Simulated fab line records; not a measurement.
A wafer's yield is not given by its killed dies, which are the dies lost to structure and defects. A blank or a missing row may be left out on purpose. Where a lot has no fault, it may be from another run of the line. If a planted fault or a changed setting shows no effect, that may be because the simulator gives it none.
Matching of chambers | flow n5_finfet | rie_diel-02 running N5_BEOL_M0_SAQP_ETCH_88: 4 sister chambers
The step etches underlayer in N2/H2, target depth 6.5 nm, time 5.2 s. 8 wafers are shown with their chamber, then 7 later ones without.

## WAFERS PAIRED WITH THEIR CHAMBERS
wafer  | chamber | drypump_motor_current_A (A) | showerhead_plenum_p_Torr (Torr)
L075.2 | 3       | 6.0                         | 2.41
L076.4 | 2       | 5.6                         | 2.64
L076.5 | 0       | 5.0                         | 2.62
L083.1 | 2       | 5.6                         | 2.64
L083.3 | 0       | 5.0                         | 2.61
L083.5 | 1       | 6.5                         | 2.44
L087.1 | 1       | 6.4                         | 2.43
L087.2 | 3       | 6.0                         | 2.40

## WAFERS WITH NO CHAMBER GIVEN
wafer  | drypump_motor_current_A (A) | showerhead_plenum_p_Torr (Torr)
L087.5 | 5.6                         | 2.63
L091.2 | 6.4                         | 2.43
L091.4 | 5.6                         | 2.63
L091.6 | 6.0                         | 2.40
L093.1 | 6.0                         | 2.40
L093.2 | 5.0                         | 2.61
L093.6 | 5.5                         | 2.63

## THE CHAMBER EACH PASSED THROUGH
wafer  | from the rows above | in truth
L087.5 | 2                   | 2
L091.2 | 1                   | 1
L091.4 | 2                   | 2
L091.6 | 3                   | 3
L093.1 | 3                   | 3
L093.2 | 0                   | 0
L093.6 | 2                   | 2
7 of 7 placed correctly. From these rows, 0 cannot be placed. 0 placed wrongly.
How it was worked out, from the rows above alone: a wafer's distance from a chamber is the root of the sum, over the readings, of the square of ((its reading less the chamber's mean) divided by the reading's scatter). The wafer belongs to the nearest chamber; if the next one is less than 2 further off, it can't be placed. Each chamber's mean is taken over the wafers shown for it. The scatter: the root of (the sum of the squares of (reading less its chamber's mean) over the shown wafers, divided by (wafers less chambers)).
